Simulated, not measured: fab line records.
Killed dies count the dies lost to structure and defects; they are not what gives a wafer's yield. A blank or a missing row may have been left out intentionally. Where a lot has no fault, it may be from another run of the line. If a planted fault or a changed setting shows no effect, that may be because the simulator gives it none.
Problem report in the 8D (eight disciplines) form, filled by code :: flow n5Finfet :: the parts of the form that need people (team, actions taken, sign-off) are left out

1. PROBLEM STATEMENT
Mean of spinSpeedRpm at N5_BEOL_M12_COAT_65: 1450.0 rpm over 3 wafers from 1 lot, against 1499.9 rpm (standard deviation 1) on wafers with no fault. That is -50 standard deviations from the usual mean.
The step: time 60 s, resist thk 300 nm.
First observed at day 13 20:41: wafer L465.2, on lithoTrack-04. At this step, 33 wafers from 11 lots have a number in the record. Rule for "out" (also "out of limits"): further than 4 standard deviations from the usual mean. Any other wafer with a number is counted as sound.

2. WHAT THIS IS AND IS NOT
question: which readings at this step
is: spinSpeedRpm
is not: chillPlateTempC, dispensePressureKPa

question: which lots
is: L465
is not: L452, L453, L456, L459, L460, L461, L469, L470, L471, L474

question: which wafers of those lots
is: all that have a number
is not: -

question: read on which tools
is: lithoTrack-04
is not: lithoTrack-02, lithoTrack-05

question: when
is: from day 13 20:41
is not: up to then (18 sound wafers); but 12 sound wafers of L469, L470, L471, L474 came after

3. WHAT RULES OUT EACH SUSPECT
Counting: a tool at any process step up to the reading remains a suspect when it ran all the lots that are out and ran no sound lot after the first of those.
- rieDiel-05 at N5_BEOL_M12_DESCUM_15 (chemistry O2, time 7.9 s): kept. It ran the lot that is out, L465 (day 13 20:07), and no sound lot after that; its last sound lot up to then is L456 (day 11 19:23).
- lithoTrack-04 at N5_BEOL_M12_COAT_65 (time 60 s, resist thk 300 nm): kept. It ran the lot that is out, L465 (day 13 20:41), and no sound lot after that; its last sound lot up to then is L460 (day 12 22:32). Its own spinSpeedRpm readings are out on those wafers.
What counting leaves: rieDiel-05 at N5_BEOL_M12_DESCUM_15 and lithoTrack-04 at N5_BEOL_M12_COAT_65.

4. THE CAUSE (what the simulator had put in)
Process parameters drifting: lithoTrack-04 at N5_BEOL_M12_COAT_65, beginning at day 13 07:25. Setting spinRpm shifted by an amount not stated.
2 suspects survive the count, and this tool is in that group.

5. SEQUENCE OF EFFECTS, ordered by route
Rows list readings where the struck wafers' mean (over those with a number) sits beyond 3 standard deviations from the usual. Only readings for which the record gives a usual standard deviation are gone through. hours: the time from each lot's start at the first step in this table that gives one to its start at this step, as a median over the lots. sigmas: the change in usual standard deviations.
hours: 0
step: N5_BEOL_M12_COAT_65
reading: spinSpeedRpm
usual: 1499.9 rpm
on struck wafers: 1450.0
change: -49.9
sigmas: -50
Here are the process steps it includes:
- N5_BEOL_M12_COAT_65: time 60 s, resist thk 300 nm.

6. WHAT WOULD HAVE CAUGHT IT SOONER
The fault began at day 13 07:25; the first out-of-limits reading in this record came at day 13 20:41, 13 hours later.
